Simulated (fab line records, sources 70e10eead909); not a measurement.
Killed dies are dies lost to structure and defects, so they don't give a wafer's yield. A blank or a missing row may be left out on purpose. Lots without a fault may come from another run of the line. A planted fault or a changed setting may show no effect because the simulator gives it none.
Which tool did it? | flow nand_harc | 24 lots, 72 wafers sampled, at 6 steps of a route of 1159

WHAT THE GAUGES READ, wafer by wafer
NHARC_A_CONTACT_INSPECT_44.
lot  | measured     | on                | raw_defect_count
L075 | day 16 09:01 | defect_inspect-02 | 24 22 24
L074 | day 16 09:00 | defect_inspect-02 | 18 13 18
L077 | day 16 13:44 | defect_inspect-01 | 20 16 27
L076 | day 16 13:53 | defect_inspect-01 | 23 22 15
L078 | day 16 18:16 | defect_inspect-02 | 23 17 17
L080 | day 17 16:16 | defect_inspect-01 | 13 17 23
L079 | day 17 18:38 | defect_inspect-02 | 22 16 18
L081 | day 18 04:14 | defect_inspect-02 | 29 33 18
L082 | day 18 04:59 | defect_inspect-02 | 18 27 22
L083 | day 19 03:56 | defect_inspect-02 | 27 22 28
L084 | day 18 21:12 | defect_inspect-02 | 35 22 20
L085 | day 18 19:28 | defect_inspect-01 | 38 24 19
L088 | day 19 13:46 | defect_inspect-02 | 40 37 45
L086 | day 19 15:22 | defect_inspect-01 | 19 27 21
L087 | day 19 10:32 | defect_inspect-02 | 36 46 40
L089 | day 20 01:05 | defect_inspect-02 | 6 7 11
L090 | day 20 05:24 | defect_inspect-01 | 34 27 24
L092 | day 20 18:02 | defect_inspect-01 | 33 33 20
L091 | day 20 18:40 | defect_inspect-02 | 23 30 30
L093 | day 21 00:22 | defect_inspect-01 | 48 48 45
L094 | day 21 11:20 | defect_inspect-01 | 17 14 14
L095 | day 21 23:44 | defect_inspect-02 | 40 23 31
L096 | day 21 17:23 | defect_inspect-01 | 18 17 14
L097 | day 22 20:49 | defect_inspect-02 | 44 44 55

WHICH TOOL RAN EACH LOT (tool, then ch and the chambers of the sampled wafers, then the start)
lot  | NHARC_A_SGD_CUT_ETCH_16                       | NHARC_A_WL_FILL_STRIP_27             | NHARC_A_WL_FILL_ALD_10           | NHARC_A_WL_FILL_STRIP_29           | NHARC_A_WL_FILL_ETCHBACK_17
L075 | rie_diel-13 ch 1,2,3, day 15 02:20 or earlier | plasma_asher-02 ch 0,1, day 15 02:20 | ald_hk-03 ch 1,2,3, day 15 08:53 | rie_diel-03 ch 0,2,3, day 15 12:34 | rie_metal-02 ch 0,1, day 15 12:39
L074 | rie_diel-12 ch 0,2, day 15 02:29 or earlier   | plasma_asher-01 ch 0,1, day 15 02:29 | ald_hk-01 ch 0,1,3, day 15 08:14 | rie_diel-03 ch 0,1, day 15 12:32   | rie_metal-03 ch 1, day 15 12:37
L077 | rie_diel-08 ch 0,1,3, day 15 13:07 or earlier | plasma_asher-02 ch 0,1, day 15 13:07 | ald_hk-03 ch 0,1,2, day 15 18:12 | rie_diel-05 ch 0,2, day 15 22:55   | rie_metal-03 ch 0,1, day 15 23:01
L076 | rie_diel-13 ch 1,3, day 15 15:06 or earlier   | plasma_asher-02 ch 0,1, day 15 15:06 | ald_hk-01 ch 0,3, day 15 18:33   | rie_diel-03 ch 1,2, day 15 23:16   | rie_metal-01 ch 1, day 15 23:22
L078 | rie_diel-12 ch 0,1,2, day 15 12:41 or earlier | plasma_asher-02 ch 0,1, day 15 12:41 | ald_hk-02 ch 0,2,3, day 15 19:27 | rie_diel-11 ch 0,1,3, day 15 23:40 | rie_metal-03 ch 0,1, day 15 23:46
L080 | rie_diel-12 ch 0,1, day 16 15:44 or earlier   | plasma_asher-02 ch 0,1, day 16 15:44 | ald_hk-03 ch 0,2,3, day 16 22:02 | rie_diel-11 ch 0,3, day 17 01:44   | rie_metal-02 ch 0,1, day 17 01:50
L079 | rie_diel-13 ch 0,1,2, day 16 12:31 or earlier | plasma_asher-02 ch 0,1, day 16 12:31 | ald_hk-01 ch 0,2,3, day 16 20:49 | rie_diel-11 ch 2,3, day 17 01:02   | rie_metal-01 ch 0,1, day 17 01:08
L081 | rie_diel-13 ch 1,2,3, day 17 03:21 or earlier | plasma_asher-02 ch 0,1, day 17 03:21 | ald_hk-03 ch 0,1,2, day 17 08:35 | rie_diel-05 ch 2,3, day 17 13:24   | rie_metal-02 ch 0,1, day 17 13:31
L082 | rie_diel-12 ch 0,1,2, day 17 05:45 or earlier | plasma_asher-01 ch 0, day 17 05:45   | ald_hk-02 ch 0,2, day 17 08:41   | rie_diel-11 ch 0,1,3, day 17 13:25 | rie_metal-03 ch 0,1, day 17 13:31
L083 | rie_diel-08 ch 1,2,3, day 17 20:16 or earlier | plasma_asher-01 ch 0,1, day 17 20:16 | ald_hk-03 ch 0,2,3, day 18 08:29 | rie_diel-03 ch 1,2,3, day 18 12:40 | rie_metal-01 ch 0,1, day 18 12:45
L084 | rie_diel-12 ch 0,1,3, day 17 16:56 or earlier | plasma_asher-01 ch 0,1, day 17 16:56 | ald_hk-03 ch 0,1,2, day 17 20:41 | rie_diel-11 ch 1,2, day 18 01:27   | rie_metal-02 ch 0,1, day 18 01:32
L085 | rie_diel-13 ch 1,2,3, day 17 15:11 or earlier | plasma_asher-01 ch 0,1, day 17 15:11 | ald_hk-01 ch 1,2, day 17 21:12   | rie_diel-05 ch 1,2,3, day 18 01:26 | rie_metal-01 ch 1, day 18 01:32
L088 | rie_diel-12 ch 2,3, day 18 08:17 or earlier   | plasma_asher-01 ch 0,1, day 18 08:17 | ald_hk-02 ch 0,2,3, day 18 15:37 | rie_diel-11 ch 2,3, day 18 19:20   | rie_metal-02 ch 0, day 18 19:26
L086 | rie_diel-13 ch 0,1,3, day 18 11:10 or earlier | plasma_asher-02 ch 0,1, day 18 11:10 | ald_hk-01 ch 0,2,3, day 18 17:01 | rie_diel-05 ch 0,2,3, day 18 21:49 | rie_metal-01 ch 0,1, day 18 21:54
L087 | rie_diel-13 ch 0,3, day 18 08:31 or earlier   | plasma_asher-01 ch 0,1, day 18 08:31 | ald_hk-03 ch 0,1,3, day 18 14:34 | rie_diel-05 ch 1,2,3, day 18 19:18 | rie_metal-01 ch 0,1, day 18 19:26
L089 | rie_diel-13 ch 0,2,3, day 18 22:18 or earlier | plasma_asher-02 ch 0,1, day 18 22:18 | ald_hk-02 ch 2,3, day 19 04:18   | rie_diel-05 ch 1,2, day 19 08:31   | rie_metal-02 ch 0,1, day 19 08:41
L090 | rie_diel-08 ch 0,3, day 19 04:34 or earlier   | plasma_asher-01 ch 0, day 19 04:34   | ald_hk-02 ch 1,2,3, day 19 10:16 | rie_diel-05 ch 0,1,2, day 19 14:26 | rie_metal-02 ch 0,1, day 19 14:31
L092 | rie_diel-13 ch 2,3, day 19 14:02 or earlier   | plasma_asher-01 ch 0,1, day 19 14:02 | ald_hk-02 ch 0,1,3, day 19 21:17 | rie_diel-03 ch 1,2,3, day 20 01:01 | rie_metal-01 ch 0,1, day 20 01:07
L091 | rie_diel-13 ch 0,1,3, day 19 13:17 or earlier | plasma_asher-01 ch 0,1, day 19 13:17 | ald_hk-01 ch 0,2,3, day 19 20:14 | rie_diel-11 ch 0,1,3, day 20 00:58 | rie_metal-02 ch 0,1, day 20 01:04
L093 | rie_diel-12 ch 1,3, day 19 22:04 or earlier   | plasma_asher-02 ch 0,1, day 19 22:04 | ald_hk-01 ch 0,1,2, day 20 03:17 | rie_diel-05 ch 1,2,3, day 20 08:02 | rie_metal-02 ch 0,1, day 20 08:08
L094 | rie_diel-13 ch 0,1,2, day 20 06:21 or earlier | plasma_asher-01 ch 0,1, day 20 06:21 | ald_hk-03 ch 1,2,3, day 20 13:04 | rie_diel-05 ch 0,2,3, day 20 17:47 | rie_metal-01 ch 0, day 20 17:53
L095 | rie_diel-13 ch 0,1,3, day 20 15:05 or earlier | plasma_asher-01 ch 0,1, day 20 15:05 | ald_hk-03 ch 0,1,3, day 20 23:26 | rie_diel-03 ch 0,1,3, day 21 04:10 | rie_metal-02 ch 0,1, day 21 04:16
L096 | rie_diel-08 ch 0,2,3, day 20 15:28 or earlier | plasma_asher-01 ch 0,1, day 20 15:28 | ald_hk-03 ch 0,1,3, day 20 21:53 | rie_diel-05 ch 2,3, day 21 01:04   | rie_metal-02 ch 0,1, day 21 01:10
L097 | rie_diel-13 ch 0,1,3, day 21 16:21 or earlier | plasma_asher-01 ch 1, day 21 16:21   | ald_hk-01 ch 1,2,3, day 21 21:17 | rie_diel-11 ch 1,3, day 22 02:02   | rie_metal-01 ch 0, day 22 02:09
- NHARC_A_SGD_CUT_ETCH_16: etches the open film in C4F8/O2/Ar, target depth 310.5 nm, time 155.2 s.
- NHARC_A_WL_FILL_STRIP_27: strips in N2/H2, time 20 s.
- NHARC_A_WL_FILL_ALD_10: deposits SiO2, target thk 50 nm, pulse time 10 s, ald cycles 500.
- NHARC_A_WL_FILL_STRIP_29: strips in O2, time 20 s.
- NHARC_A_WL_FILL_ETCHBACK_17: etches the open film in Cl2/BCl3, target depth 4 nm, time 26.7 s.

WHAT THE TOOLS THEMSELVES READ (means of the sampled wafers that have a number; where no wafer has one, the mark that the record gives instead)
NHARC_A_SGD_CUT_ETCH_16.
lot  | tool        | oes_product_au (a.u.) | rf_vpp_V (V)
L075 | rie_diel-13 | 0.984                 | 727
L074 | rie_diel-12 | 0.976                 | 721
L077 | rie_diel-08 | 0.970                 | 723
L076 | rie_diel-13 | 0.988                 | 727
L078 | rie_diel-12 | 0.956                 | 721
L080 | rie_diel-12 | 0.981                 | 719
L079 | rie_diel-13 | 0.980                 | 722
L081 | rie_diel-13 | 0.979                 | 726
L082 | rie_diel-12 | 0.973                 | 722
L083 | rie_diel-08 | 0.985                 | 724
L084 | rie_diel-12 | 0.976                 | 723
L085 | rie_diel-13 | 0.975                 | 727
L088 | rie_diel-12 | 0.973                 | 728
L086 | rie_diel-13 | 0.974                 | 722
L087 | rie_diel-13 | 0.977                 | 725
L089 | rie_diel-13 | 0.979                 | 725
L090 | rie_diel-08 | 0.954                 | 721
L092 | rie_diel-13 | 0.966                 | 729
L091 | rie_diel-13 | 0.980                 | 721
L093 | rie_diel-12 | 0.991                 | 723
L094 | rie_diel-13 | 0.969                 | 722
L095 | rie_diel-13 | 0.977                 | 721
L096 | rie_diel-08 | 0.975                 | 723
L097 | rie_diel-13 | 1.000                 | 722

NHARC_A_WL_FILL_STRIP_27.
lot  | tool            | drypump_motor_current_A (A) | heater_power_w (W) | temp_c (C)
L075 | plasma_asher-02 | 6.0                         | 301                | 250.11
L074 | plasma_asher-01 | 5.6                         | 307                | 250.09
L077 | plasma_asher-02 | 6.0                         | 299                | 250.29
L076 | plasma_asher-02 | 6.3                         | 312                | 250.03
L078 | plasma_asher-02 | 6.2                         | 309                | 250.10
L080 | plasma_asher-02 | 6.0                         | 294                | 250.08
L079 | plasma_asher-02 | 6.2                         | 305                | 250.07
L081 | plasma_asher-02 | 6.0                         | 294                | 250.07
L082 | plasma_asher-01 | 6.1                         | 297                | 249.96
L083 | plasma_asher-01 | 5.8                         | 302                | 250.18
L084 | plasma_asher-01 | 5.6                         | 307                | 250.03
L085 | plasma_asher-01 | 5.6                         | 305                | 250.09
L088 | plasma_asher-01 | 5.6                         | 309                | 250.04
L086 | plasma_asher-02 | 6.0                         | 293                | 249.99
L087 | plasma_asher-01 | 5.8                         | 302                | 250.05
L089 | plasma_asher-02 | 6.0                         | 292                | 249.97
L090 | plasma_asher-01 | 6.2                         | 296                | 250.12
L092 | plasma_asher-01 | 5.9                         | 305                | 250.06
L091 | plasma_asher-01 | 5.9                         | 300                | 249.99
L093 | plasma_asher-02 | 6.0                         | 297                | 250.08
L094 | plasma_asher-01 | 5.8                         | 291                | 250.07
L095 | plasma_asher-01 | 5.8                         | 292                | 250.02
L096 | plasma_asher-01 | 5.6                         | 299                | 250.11
L097 | plasma_asher-01 | 5.3                         | 302                | 250.10

NHARC_A_WL_FILL_ALD_10.
lot  | tool      | heater_power_w (W) | precursor_pulse_height_rel
L075 | ald_hk-03 | 449                | 1.016
L074 | ald_hk-01 | 469                | 1.004
L077 | ald_hk-03 | 430                | 0.995
L076 | ald_hk-01 | 461                | 1.007
L078 | ald_hk-02 | 432                | 0.991
L080 | ald_hk-03 | 458                | 0.992
L079 | ald_hk-01 | 479                | 1.011
L081 | ald_hk-03 | 432                | 0.979
L082 | ald_hk-02 | 431                | 1.003
L083 | ald_hk-03 | 460                | 1.001
L084 | ald_hk-03 | 434                | 1.003
L085 | ald_hk-01 | 481                | 1.018
L088 | ald_hk-02 | 433                | 0.984
L086 | ald_hk-01 | 501                | 1.006
L087 | ald_hk-03 | 447                | 0.999
L089 | ald_hk-02 | 437                | 0.985
L090 | ald_hk-02 | 444                | 1.001
L092 | ald_hk-02 | 437                | 1.007
L091 | ald_hk-01 | 498                | 1.002
L093 | ald_hk-01 | 489                | 1.007
L094 | ald_hk-03 | 458                | 1.006
L095 | ald_hk-03 | 457                | 1.007
L096 | ald_hk-03 | 454                | 0.979
L097 | ald_hk-01 | 490                | 0.997

NHARC_A_WL_FILL_STRIP_29.
lot  | tool        | drypump_motor_current_A (A) | oes_product_au (a.u.) | rf_vpp_V (V) | showerhead_plenum_p_Torr (Torr) | throttle_valve_pct (%)
L075 | rie_diel-03 | 5.6                         | 0.982                 | 57.6         | 3.60                            | 17.032
L074 | rie_diel-03 | 5.9                         | 0.986                 | 57.7         | 3.53                            | 17.044
L077 | rie_diel-05 | 5.7                         | 1.009                 | 58.9         | 3.66                            | 17.040
L076 | rie_diel-03 | 5.5                         | 0.995                 | 58.2         | 3.69                            | 17.037
L078 | rie_diel-11 | 5.4                         | 0.978                 | 57.4         | 3.52                            | 17.037
L080 | rie_diel-11 | 5.4                         | 0.990                 | 58.2         | 3.54                            | 17.046
L079 | rie_diel-11 | 5.4                         | 1.008                 | 57.2         | 3.64                            | 17.031
L081 | rie_diel-05 | 5.6                         | 1.002                 | 57.7         | 3.45                            | 17.039
L082 | rie_diel-11 | 5.5                         | 0.992                 | 58.1         | 3.52                            | 17.048
L083 | rie_diel-03 | 5.6                         | 0.989                 | 58.2         | 3.70                            | 17.038
L084 | rie_diel-11 | 5.4                         | 1.010                 | 57.8         | 3.62                            | 17.028
L085 | rie_diel-05 | 5.7                         | 1.006                 | 57.7         | 3.49                            | 17.036
L088 | rie_diel-11 | 5.3                         | 1.002                 | 57.5         | 3.61                            | 17.040
L086 | rie_diel-05 | 5.6                         | 1.003                 | 58.5         | 3.55                            | 17.042
L087 | rie_diel-05 | 5.8                         | 1.005                 | 58.0         | 3.49                            | 17.032
L089 | rie_diel-05 | 5.6                         | 1.007                 | 57.9         | 3.49                            | 17.037
L090 | rie_diel-05 | 5.8                         | 1.006                 | 58.1         | 3.59                            | 17.040
L092 | rie_diel-03 | 5.6                         | 0.991                 | 57.7         | 3.70                            | 17.033
L091 | rie_diel-11 | 5.4                         | 0.997                 | 57.6         | 3.52                            | 17.034
L093 | rie_diel-05 | 5.7                         | 1.006                 | 58.0         | 3.49                            | 17.044
L094 | rie_diel-05 | 5.7                         | 0.999                 | 57.6         | 3.55                            | 17.037
L095 | rie_diel-03 | 5.8                         | 0.998                 | 57.5         | 3.62                            | 17.032
L096 | rie_diel-05 | 5.6                         | 1.012                 | 58.5         | 3.45                            | 17.047
L097 | rie_diel-11 | 5.2                         | 0.990                 | 56.5         | 3.56                            | 17.041

NHARC_A_WL_FILL_ETCHBACK_17.
lot  | tool         | drypump_motor_current_A (A) | oes_product_au (a.u.)
L075 | rie_metal-02 | 5.50                        | 0.992
L074 | rie_metal-03 | 6.24                        | 0.988
L077 | rie_metal-03 | 6.14                        | 1.000
L076 | rie_metal-01 | 5.36                        | 1.002
L078 | rie_metal-03 | 6.13                        | 0.994
L080 | rie_metal-02 | 5.50                        | 1.001
L079 | rie_metal-01 | 5.62                        | 0.996
L081 | rie_metal-02 | 5.48                        | 1.010
L082 | rie_metal-03 | 6.12                        | 0.994
L083 | rie_metal-01 | 5.49                        | 1.003
L084 | rie_metal-02 | 5.40                        | 1.005
L085 | rie_metal-01 | 5.36                        | 0.995
L088 | rie_metal-02 | 5.28                        | 1.007
L086 | rie_metal-01 | 5.62                        | 1.005
L087 | rie_metal-01 | 5.50                        | 0.994
L089 | rie_metal-02 | 5.39                        | 1.000
L090 | rie_metal-02 | 5.50                        | 1.005
L092 | rie_metal-01 | 5.63                        | 0.997
L091 | rie_metal-02 | 5.40                        | 1.010
L093 | rie_metal-02 | 5.50                        | 1.012
L094 | rie_metal-01 | 5.76                        | 0.993
L095 | rie_metal-02 | 5.39                        | 1.004
L096 | rie_metal-02 | 5.51                        | 1.009
L097 | rie_metal-01 | 5.75                        | 0.991

THE ANSWER, worked out from the rows above alone
Rule: what is usual is taken from the lots themselves. Put in order of their means at a reading, lots are off if they are a third of the lots or fewer, leave a main group of 4 or more, and stand apart from it by a gap of 3 or more times the standard deviation of the main group's means; of several such gaps the widest counts. A main group whose means are all the same, to the digits that the tables above print for the reading, isn't used. A lot without any number at a reading at which 4 lots or more have one is off too. The other lots that the step has rows for count as sound. The gauges are gone through in route order, then the tools' own readings, and for those a lot's mean is taken as printed above. The first step at which some lot is off is used, and at that step the reading that is off furthest; a lot without a number counts as furthest.
No lot is off at any reading shown: from this, nothing can be told.

WHAT THE SIMULATOR HAD PUT IN
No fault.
